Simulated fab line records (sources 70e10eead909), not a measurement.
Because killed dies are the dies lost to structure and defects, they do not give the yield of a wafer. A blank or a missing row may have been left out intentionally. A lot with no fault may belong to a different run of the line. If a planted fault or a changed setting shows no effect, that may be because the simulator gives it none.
Which of the tools did it? | flow nand_harc | Sampling: 22 lots, 66 wafers, 6 of 1159 route steps

== WHAT THE GAUGES READ, wafer by wafer ==
The record lacks any reading of a measuring or inspecting step that a usual standard deviation could be used to judge.

== WHAT TOOL EACH LOT RAN ON (gives the tool, then ch and the chambers of the sampled wafers, and finally the start) ==
lot  | NHARC_A_STAIRCASE_ETCH_19                     | NHARC_A_STAIRCASE_TRIM_24                     | NHARC_A_STAIRCASE_ETCH_27                     | NHARC_A_STAIRCASE_TRIM_187         | NHARC_A_STAIRCASE_DESCUM_219       | NHARC_A_STAIRCASE_TRIM_224
L074 | rie_diel-05 ch 0,1,3, day 11 05:33 or earlier | rie_diel-05 ch 0,3, day 11 05:33 or earlier   | rie_diel-05 ch 0,3, day 11 05:33 or earlier   | rie_diel-02 ch 0,2,3, day 11 05:33 | rie_diel-02 ch 0,2,3, day 11 09:09 | rie_diel-02 ch 1,2,3, no start
L076 | rie_diel-05 ch 2,3, day 11 13:11 or earlier   | rie_diel-05 ch 0,1,2, day 11 13:11 or earlier | rie_diel-05 ch 0,1,2, day 11 13:11 or earlier | rie_diel-02 ch 0,2, day 11 13:11   | rie_diel-05 ch 0,1,2, day 11 16:50 | rie_diel-05 ch 2,3, no start
L078 | rie_diel-11 ch 1,2, day 11 20:19 or earlier   | rie_diel-11 ch 1,3, day 11 20:19 or earlier   | rie_diel-11 ch 0,2,3, day 11 20:19 or earlier | rie_diel-05 ch 0,2,3, day 11 20:19 | rie_diel-05 ch 0,1, day 12 01:35   | rie_diel-05 ch 0,1,2, no start
L077 | rie_diel-05 ch 0,1, day 11 20:32 or earlier   | rie_diel-05 ch 1,2, day 11 20:32 or earlier   | rie_diel-05 ch 0,3, day 11 20:32 or earlier   | rie_diel-05 ch 2,3, day 11 20:32   | rie_diel-11 ch 0,1,3, day 12 01:45 | rie_diel-11 ch 0,3, no start
L075 | rie_diel-11 ch 1,2, day 12 01:13 or earlier   | rie_diel-11 ch 0,1,2, day 12 01:13 or earlier | rie_diel-11 ch 0,1, day 12 01:13 or earlier   | rie_diel-02 ch 2,3, day 12 01:13   | rie_diel-11 ch 1,2,3, day 12 05:00 | rie_diel-11 ch 0,3, no start
L080 | rie_diel-02 ch 0,2,3, day 12 02:35 or earlier | rie_diel-02 ch 1,2,3, day 12 02:35 or earlier | rie_diel-02 ch 1,2,3, day 12 02:35 or earlier | rie_diel-05 ch 1,3, day 12 02:35   | rie_diel-02 ch 1,3, day 12 06:31   | rie_diel-02 ch 0,1, no start
L079 | rie_diel-05 ch 1,2, day 12 03:19 or earlier   | rie_diel-11 ch 1,2,3, day 12 03:19 or earlier | rie_diel-11 ch 1,3, day 12 03:19 or earlier   | rie_diel-02 ch 0,1, day 12 03:19   | rie_diel-11 ch 0,3, day 12 06:54   | rie_diel-11 ch 2,3, no start
L081 | rie_diel-11 ch 0,1,3, day 12 23:56 or earlier | rie_diel-11 ch 0,1,2, day 12 23:56 or earlier | rie_diel-11 ch 0,2,3, day 12 23:56 or earlier | rie_diel-11 ch 0,1,2, day 12 23:56 | rie_diel-11 ch 0,1,2, day 13 04:14 | rie_diel-11 ch 1,2,3, no start
L082 | rie_diel-02 ch 0,3, day 13 00:17 or earlier   | rie_diel-02 ch 1,2, day 13 00:17 or earlier   | rie_diel-02 ch 0,3, day 13 00:17 or earlier   | rie_diel-11 ch 0,2, day 13 00:17   | rie_diel-11 ch 0,1,3, day 13 04:53 | rie_diel-11 ch 0,1, no start
L083 | rie_diel-11 ch 0,1,3, day 13 07:58 or earlier | rie_diel-11 ch 0,1,3, day 13 07:58 or earlier | rie_diel-11 ch 0,1,3, day 13 07:58 or earlier | rie_diel-02 ch 1,2, day 13 07:58   | rie_diel-11 ch 1,2,3, day 13 11:49 | rie_diel-11 ch 0,2,3, no start
L084 | rie_diel-05 ch 1,3, day 13 14:41 or earlier   | rie_diel-05 ch 1,3, day 13 14:41 or earlier   | rie_diel-05 ch 2,3, day 13 14:41 or earlier   | rie_diel-05 ch 0,3, day 13 14:41   | rie_diel-11 ch 1,2,3, day 13 20:44 | rie_diel-11 ch 1,2, no start
L085 | rie_diel-02 ch 0,1,3, day 13 14:25 or earlier | rie_diel-02 ch 0,1, day 13 14:25 or earlier   | rie_diel-02 ch 1,2, day 13 14:25 or earlier   | rie_diel-11 ch 1,3, day 13 14:25   | rie_diel-05 ch 0,2,3, day 13 18:14 | rie_diel-05 ch 2,3, no start
L087 | rie_diel-05 ch 0,3, day 13 22:28 or earlier   | rie_diel-11 ch 0,1, day 13 22:28 or earlier   | rie_diel-11 ch 0,1, day 13 22:28 or earlier   | rie_diel-02 ch 0,3, day 13 22:28   | rie_diel-02 ch 1,2,3, day 14 02:31 | rie_diel-02 ch 0,2, no start
L086 | rie_diel-11 ch 0,1,3, day 14 09:11 or earlier | rie_diel-11 ch 0,1,3, day 14 09:11 or earlier | rie_diel-11 ch 0,1,2, day 14 09:11 or earlier | rie_diel-05 ch 0,1,2, day 14 09:11 | rie_diel-11 ch 0,1,2, day 14 17:05 | rie_diel-11 ch 0,1,2, no start
L089 | rie_diel-02 ch 2,3, day 14 17:10 or earlier   | rie_diel-02 ch 0,1,2, day 14 17:10 or earlier | rie_diel-02 ch 0,2, day 14 17:10 or earlier   | rie_diel-05 ch 0,1,2, day 14 17:10 | rie_diel-11 ch 1,2, day 14 21:40   | rie_diel-11 ch 0,1,2, no start
L090 | rie_diel-05 ch 1,3, day 15 03:45 or earlier   | rie_diel-02 ch 2,3, day 15 03:45 or earlier   | rie_diel-02 ch 0,2,3, day 15 03:45 or earlier | rie_diel-11 ch 0,1,2, day 15 03:45 | rie_diel-11 ch 0,1, day 15 08:11   | rie_diel-11 ch 1,2, no start
L091 | rie_diel-05 ch 1,3, day 15 04:31 or earlier   | rie_diel-05 ch 0,2,3, day 15 04:31 or earlier | rie_diel-05 ch 0,1,2, day 15 04:31 or earlier | rie_diel-05 ch 0,1,3, day 15 04:31 | rie_diel-11 ch 0,2, day 15 08:23   | rie_diel-11 ch 0,1,2, no start
L093 | rie_diel-02 ch 0,2, day 15 14:29 or earlier   | rie_diel-02 ch 2,3, day 15 14:29 or earlier   | rie_diel-02 ch 2,3, day 15 14:29 or earlier   | rie_diel-02 ch 1,2,3, day 15 14:29 | rie_diel-05 ch 0,1,2, day 15 18:14 | rie_diel-05 ch 0,3, no start
L094 | rie_diel-02 ch 0,1,3, day 15 15:19 or earlier | rie_diel-11 ch 0,1,2, day 15 15:19 or earlier | rie_diel-11 ch 0,1,2, day 15 15:19 or earlier | rie_diel-02 ch 0,1,3, day 15 15:19 | rie_diel-11 ch 0,1,3, day 15 19:07 | rie_diel-11 ch 1,2,3, no start
L095 | rie_diel-11 ch 2,3, day 15 21:46 or earlier   | rie_diel-11 ch 2,3, day 15 21:46 or earlier   | rie_diel-11 ch 0,1, day 15 21:46 or earlier   | rie_diel-05 ch 0,3, day 15 21:46   | rie_diel-05 ch 0,3, day 16 01:29   | rie_diel-05 ch 0,1,3, no start
L096 | rie_diel-02 ch 2,3, day 16 12:08 or earlier   | rie_diel-05 ch 0,2,3, day 16 12:08 or earlier | rie_diel-05 ch 0,2,3, day 16 12:08 or earlier | rie_diel-05 ch 1,3, day 16 12:08   | rie_diel-05 ch 0,2, day 16 16:50   | rie_diel-05 ch 0,1, no start
L097 | rie_diel-02 ch 0,1, day 17 02:58 or earlier   | rie_diel-02 ch 0,1,3, day 17 02:58 or earlier | rie_diel-02 ch 2,3, day 17 02:58 or earlier   | rie_diel-11 ch 0,2,3, day 17 02:58 | rie_diel-05 ch 0,2, day 17 06:32   | rie_diel-05 ch 1,2, no start
- NHARC_A_STAIRCASE_ETCH_19: etches the open film in C4F8/O2, target depth 100 nm, time 40.5 s.
- NHARC_A_STAIRCASE_TRIM_24: chemistry O2, time 211.2 s.
- NHARC_A_STAIRCASE_ETCH_27: etches the open film in C4F8/O2, target depth 100 nm, time 40.5 s.
- NHARC_A_STAIRCASE_TRIM_187: chemistry O2, time 211.2 s.
- NHARC_A_STAIRCASE_DESCUM_219: chemistry O2, time 3 s.
- NHARC_A_STAIRCASE_TRIM_224: chemistry O2, time 211.2 s.

== WHAT THE TOOLS THEMSELVES READ (means of the sampled wafers that have a number; where no wafer has one, the mark that the record gives instead) ==
NHARC_A_STAIRCASE_ETCH_19. Usual: oes_product_au 0.944 a.u., standard deviation 0.012; rf_vpp_V 894 V, standard deviation 5.4.
lot  | tool        | oes_product_au (a.u.) | rf_vpp_V (V) | flag
L074 | rie_diel-05 | 0.935                 | 897          |
L076 | rie_diel-05 | 0.938                 | 898          |
L078 | rie_diel-11 | 0.949                 | 889          |
L077 | rie_diel-05 | 0.938                 | 894          |
L075 | rie_diel-11 | 0.940                 | 889          |
L080 | rie_diel-02 | 0.956                 | 891          |
L079 | rie_diel-05 | 0.953                 | 898          |
L081 | rie_diel-11 | 0.937                 | 893          |
L082 | rie_diel-02 | 0.949                 | 894          |
L083 | rie_diel-11 | 0.935                 | 894          |
L084 | rie_diel-05 | 0.941                 | 900          |
L085 | rie_diel-02 | 0.958                 | 893          |
L087 | rie_diel-05 | 0.927                 | 897          |
L086 | rie_diel-11 | 0.941                 | 893          |
L089 | rie_diel-02 | 0.963                 | 893          |
L090 | rie_diel-05 | 0.945                 | 898          |
L091 | rie_diel-05 | 0.946                 | 900          |
L093 | rie_diel-02 | 0.948                 | 900          |
L094 | rie_diel-02 | 0.947                 | 900          |
L095 | rie_diel-11 | 0.936                 | 894          |
L096 | rie_diel-02 | 0.957                 | 891          |
L097 | rie_diel-02 | 0.960                 | 901          |

NHARC_A_STAIRCASE_TRIM_24. Usual: drypump_motor_current_A 5.71 A, standard deviation 0.28; oes_product_au 1.000 a.u., standard deviation 0.0098; rf_vpp_V 57.6 V, standard deviation 0.93; showerhead_plenum_p_Torr 3.47 Torr, standard deviation 0.14; throttle_valve_pct 17.037 %, standard deviation 0.0088.
lot  | tool        | drypump_motor_current_A (A) | oes_product_au (a.u.) | rf_vpp_V (V) | showerhead_plenum_p_Torr (Torr) | throttle_valve_pct (%) | flag
L074 | rie_diel-05 | 5.59                        | 0.992                 | 58.3         | 3.48                            | 17.033                 |
L076 | rie_diel-05 | 5.61                        | 0.997                 | 58.1         | 3.53                            | 17.040                 |
L078 | rie_diel-11 | 5.53                        | 0.996                 | 57.4         | 3.44                            | 17.035                 |
L077 | rie_diel-05 | 5.62                        | 0.999                 | 57.8         | 3.60                            | 17.039                 |
L075 | rie_diel-11 | 5.91                        | 1.002                 | 58.1         | 3.36                            | 17.044                 |
L080 | rie_diel-02 | 5.85                        | 1.008                 | 57.9         | 3.46                            | 17.047                 |
L079 | rie_diel-11 | 5.65                        | 0.991                 | 58.1         | 3.46                            | 17.037                 |
L081 | rie_diel-11 | 5.91                        | 1.000                 | 56.6         | 3.36                            | 17.034                 |
L082 | rie_diel-02 | 5.92                        | 1.013                 | 58.1         | 3.38                            | 17.037                 |
L083 | rie_diel-11 | 5.71                        | 1.003                 | 57.7         | 3.45                            | 17.042                 |
L084 | rie_diel-05 | 5.60                        | 0.997                 | 58.2         | 3.64                            | 17.032                 |
L085 | rie_diel-02 | 5.42                        | 1.007                 | 57.4         | 3.35                            | 17.032                 |
L087 | rie_diel-11 | 5.98                        | 0.998                 | 57.2         | 3.35                            | 17.035                 |
L086 | rie_diel-11 | 5.71                        | 1.001                 | 57.0         | 3.45                            | 17.036                 |
L089 | rie_diel-02 | 5.67                        | 1.013                 | 56.8         | 3.36                            | 17.028                 |
L090 | rie_diel-02 | 5.81                        | 0.999                 | 58.0         | 3.40                            | 17.043                 |
L091 | rie_diel-05 | 5.55                        | 0.996                 | 57.5         | 3.53                            | 17.035                 |
L093 | rie_diel-02 | 5.78                        | 0.999                 | 57.2         | 3.39                            | 17.041                 |
L094 | rie_diel-11 | 5.91                        | 1.000                 | 57.9         | 3.34                            | 17.042                 |
L095 | rie_diel-11 | 5.59                        | 0.994                 | 57.5         | 3.56                            | 17.036                 |
L096 | rie_diel-05 | 5.55                        | 1.005                 | 57.7         | 3.52                            | 17.037                 |
L097 | rie_diel-02 | 5.60                        | 1.007                 | 57.7         | 3.60                            | 17.030                 |

NHARC_A_STAIRCASE_ETCH_27. Usual: oes_product_au 0.944 a.u., standard deviation 0.013; rf_vpp_V 894 V, standard deviation 5.4.
lot  | tool        | oes_product_au (a.u.) | rf_vpp_V (V) | flag
L074 | rie_diel-05 | 0.936                 | 898          |
L076 | rie_diel-05 | 0.937                 | 897          |
L078 | rie_diel-11 | 0.939                 | 894          |
L077 | rie_diel-05 | 0.925                 | 894          |
L075 | rie_diel-11 | 0.930                 | 889          |
L080 | rie_diel-02 | 0.959                 | 893          |
L079 | rie_diel-11 | 0.927                 | 893          |
L081 | rie_diel-11 | 0.949                 | 894          |
L082 | rie_diel-02 | 0.950                 | 890          |
L083 | rie_diel-11 | 0.933                 | 893          |
L084 | rie_diel-05 | 0.936                 | 899          |
L085 | rie_diel-02 | 0.950                 | 892          |
L087 | rie_diel-11 | 0.942                 | 890          |
L086 | rie_diel-11 | 0.948                 | 890          |
L089 | rie_diel-02 | 0.955                 | 888          |
L090 | rie_diel-02 | 0.955                 | 896          |
L091 | rie_diel-05 | 0.940                 | 895          |
L093 | rie_diel-02 | 0.942                 | 890          |
L094 | rie_diel-11 | 0.948                 | 890          |
L095 | rie_diel-11 | 0.943                 | 889          |
L096 | rie_diel-05 | 0.954                 | 896          |
L097 | rie_diel-02 | 0.950                 | 890          |

NHARC_A_STAIRCASE_TRIM_187. Usual: drypump_motor_current_A 5.66 A, standard deviation 0.27; oes_product_au 1.002 a.u., standard deviation 0.0098; rf_vpp_V 57.8 V, standard deviation 0.96; showerhead_plenum_p_Torr 3.49 Torr, standard deviation 0.14; throttle_valve_pct 17.037 %, standard deviation 0.0087.
lot  | tool        | drypump_motor_current_A (A) | oes_product_au (a.u.) | rf_vpp_V (V) | showerhead_plenum_p_Torr (Torr) | throttle_valve_pct (%) | flag
L074 | rie_diel-02 | 5.54                        | 1.014                 | 57.7         | 3.40                            | 17.044                 |
L076 | rie_diel-02 | 5.61                        | 1.006                 | 58.2         | 3.32                            | 17.034                 |
L078 | rie_diel-05 | 5.55                        | 0.992                 | 58.2         | 3.54                            | 17.031                 |
L077 | rie_diel-05 | 5.49                        | 0.992                 | 59.1         | 3.61                            | 17.050                 |
L075 | rie_diel-02 | 5.73                        | 1.004                 | 58.4         | 3.48                            | 17.029                 |
L080 | rie_diel-05 | 5.60                        | 0.996                 | 58.2         | 3.64                            | 17.037                 |
L079 | rie_diel-02 | 5.41                        | 1.001                 | 57.7         | 3.35                            | 17.039                 |
L081 | rie_diel-11 | 5.90                        | 0.992                 | 58.6         | 3.36                            | 17.039                 |
L082 | rie_diel-11 | 6.07                        | 1.005                 | 58.1         | 3.37                            | 17.033                 |
L083 | rie_diel-02 | 5.91                        | 1.011                 | 57.6         | 3.38                            | 17.035                 |
L084 | rie_diel-05 | 5.58                        | 0.997                 | 58.6         | 3.56                            | 17.038                 |
L085 | rie_diel-11 | 5.47                        | 0.992                 | 57.9         | 3.55                            | 17.039                 |
L087 | rie_diel-02 | 5.29                        | 1.007                 | 58.1         | 3.36                            | 17.042                 |
L086 | rie_diel-05 | 5.60                        | 1.001                 | 57.5         | 3.52                            | 17.043                 |
L089 | rie_diel-05 | 5.60                        | 0.999                 | 57.7         | 3.52                            | 17.034                 |
L090 | rie_diel-11 | 5.91                        | 1.000                 | 57.5         | 3.35                            | 17.034                 |
L091 | rie_diel-05 | 5.63                        | 1.001                 | 57.7         | 3.54                            | 17.028                 |
L093 | rie_diel-02 | 5.87                        | 1.002                 | 56.7         | 3.44                            | 17.031                 |
L094 | rie_diel-02 | 5.60                        | 1.009                 | 57.8         | 3.61                            | 17.030                 |
L095 | rie_diel-05 | 5.58                        | 1.003                 | 57.9         | 3.55                            | 17.034                 |
L096 | rie_diel-05 | 5.65                        | 1.000                 | 58.3         | 3.61                            | 17.029                 |
L097 | rie_diel-11 | 5.84                        | 0.998                 | 57.7         | 3.45                            | 17.039                 |

NHARC_A_STAIRCASE_DESCUM_219. Usual: drypump_motor_current_A 5.72 A, standard deviation 0.27; oes_product_au 1.001 a.u., standard deviation 0.0096; rf_vpp_V 57.6 V, standard deviation 1; showerhead_plenum_p_Torr 1.87 Torr, standard deviation 0.076; throttle_valve_pct 11.311 %, standard deviation 0.0096.
lot  | tool        | drypump_motor_current_A (A) | oes_product_au (a.u.) | rf_vpp_V (V) | showerhead_plenum_p_Torr (Torr) | throttle_valve_pct (%) | flag
L074 | rie_diel-02 | 5.54                        | 1.017                 | 57.7         | 1.84                            | 11.313                 |
L076 | rie_diel-05 | 5.59                        | 0.999                 | 58.1         | 1.91                            | 11.322                 |
L078 | rie_diel-05 | 5.63                        | 0.997                 | 57.5         | 1.87                            | 11.309                 |
L077 | rie_diel-11 | 5.70                        | 1.008                 | 57.4         | 1.88                            | 11.320                 |
L075 | rie_diel-11 | 5.65                        | 0.989                 | 57.6         | 1.87                            | 11.306                 |
L080 | rie_diel-02 | 5.76                        | 1.013                 | 57.7         | 1.92                            | 11.310                 |
L079 | rie_diel-11 | 5.89                        | 1.012                 | 58.6         | 1.88                            | 11.315                 |
L081 | rie_diel-11 | 5.90                        | 0.990                 | 57.4         | 1.81                            | 11.307                 |
L082 | rie_diel-11 | 5.71                        | 0.988                 | 57.1         | 1.87                            | 11.314                 |
L083 | rie_diel-11 | 5.65                        | 0.991                 | 57.7         | 1.87                            | 11.312                 |
L084 | rie_diel-11 | 5.65                        | 1.000                 | 57.2         | 1.87                            | 11.313                 |
L085 | rie_diel-05 | 5.54                        | 0.994                 | 57.8         | 1.92                            | 11.305                 |
L087 | rie_diel-02 | 5.82                        | 1.009                 | 56.6         | 1.87                            | 11.309                 |
L086 | rie_diel-11 | 5.91                        | 1.001                 | 57.7         | 1.81                            | 11.309                 |
L089 | rie_diel-11 | 5.74                        | 0.995                 | 57.2         | 1.80                            | 11.322                 |
L090 | rie_diel-11 | 5.79                        | 0.995                 | 56.9         | 1.80                            | 11.310                 |
L091 | rie_diel-11 | 6.07                        | 1.005                 | 57.0         | 1.82                            | 11.306                 |
L093 | rie_diel-05 | 5.60                        | 1.005                 | 58.7         | 1.90                            | 11.310                 |
L094 | rie_diel-11 | 5.71                        | 1.012                 | 59.2         | 1.86                            | 11.301                 |
L095 | rie_diel-05 | 5.56                        | 1.014                 | 58.9         | 1.93                            | 11.308                 |
L096 | rie_diel-05 | 5.51                        | 0.998                 | 56.4         | 1.89                            | 11.311                 |
L097 | rie_diel-05 | 5.52                        | 1.002                 | 58.8         | 1.89                            | 11.313                 |

NHARC_A_STAIRCASE_TRIM_224. Usual: drypump_motor_current_A 5.74 A, standard deviation 0.26; oes_product_au 1.001 a.u., standard deviation 0.0089; rf_vpp_V 57.7 V, standard deviation 0.94; showerhead_plenum_p_Torr 3.44 Torr, standard deviation 0.13; throttle_valve_pct 17.036 %, standard deviation 0.0092.
lot  | tool        | drypump_motor_current_A (A) | oes_product_au (a.u.) | rf_vpp_V (V) | showerhead_plenum_p_Torr (Torr) | throttle_valve_pct (%) | flag
L074 | rie_diel-02 | 5.85                        | 1.007                 | 58.5         | 3.47                            | 17.044                 |
L076 | rie_diel-05 | 5.53                        | 0.998                 | 58.3         | 3.63                            | 17.038                 |
L078 | rie_diel-05 | 5.62                        | 0.997                 | 59.3         | 3.53                            | 17.032                 |
L077 | rie_diel-11 | 5.88                        | 1.005                 | 57.4         | 3.48                            | 17.038                 |
L075 | rie_diel-11 | 5.65                        | 0.998                 | 58.1         | 3.57                            | 17.031                 |
L080 | rie_diel-02 | 5.70                        | 1.002                 | 57.0         | 3.42                            | 17.040                 |
L079 | rie_diel-11 | 5.57                        | 0.990                 | 58.1         | 3.57                            | 17.037                 |
L081 | rie_diel-11 | 5.68                        | 0.993                 | 57.7         | 3.45                            | 17.035                 |
L082 | rie_diel-11 | 5.80                        | 1.002                 | 57.3         | 3.34                            | 17.032                 |
L083 | rie_diel-11 | 5.82                        | 0.992                 | 58.6         | 3.47                            | 17.037                 |
L084 | rie_diel-11 | 5.74                        | 0.995                 | 56.9         | 3.34                            | 17.032                 |
L085 | rie_diel-05 | 5.52                        | 1.011                 | 58.3         | 3.60                            | 17.033                 |
L087 | rie_diel-02 | 5.59                        | 1.015                 | 57.4         | 3.30                            | 17.044                 |
L086 | rie_diel-11 | 5.91                        | 0.998                 | 57.5         | 3.35                            | 17.046                 |
L089 | rie_diel-11 | 5.91                        | 1.005                 | 58.1         | 3.35                            | 17.038                 |
L090 | rie_diel-11 | 5.86                        | 0.992                 | 58.3         | 3.35                            | 17.028                 |
L091 | rie_diel-11 | 5.92                        | 1.000                 | 57.7         | 3.35                            | 17.041                 |
L093 | rie_diel-05 | 5.60                        | 1.011                 | 57.9         | 3.47                            | 17.033                 |
L094 | rie_diel-11 | 5.66                        | 0.994                 | 57.1         | 3.44                            | 17.036                 |
L095 | rie_diel-05 | 5.63                        | 1.004                 | 57.5         | 3.53                            | 17.040                 |
L096 | rie_diel-05 | 5.64                        | 1.006                 | 57.7         | 3.44                            | 17.037                 |
L097 | rie_diel-05 | 5.55                        | 0.992                 | 58.1         | 3.57                            | 17.034                 |

== THE ANSWER, worked out from the rows above alone ==
Rule: a lot is off if the mean of its wafers that have a number lies more than 3 standard deviations from the usual mean. Also off: a lot with no number at a reading for which 4 or more lots have one. All remaining lots with rows at the step are treated as sound. The gauges are gone through in route order, then the tools' own readings, and for those a lot's mean is taken as printed above. The first step at which some lot is off is used, and at that step the reading that is off furthest; a lot without a number counts as furthest.
Nothing can be told from this: no lot is off at any reading shown.

== WHAT THE SIMULATOR PUT IN ==
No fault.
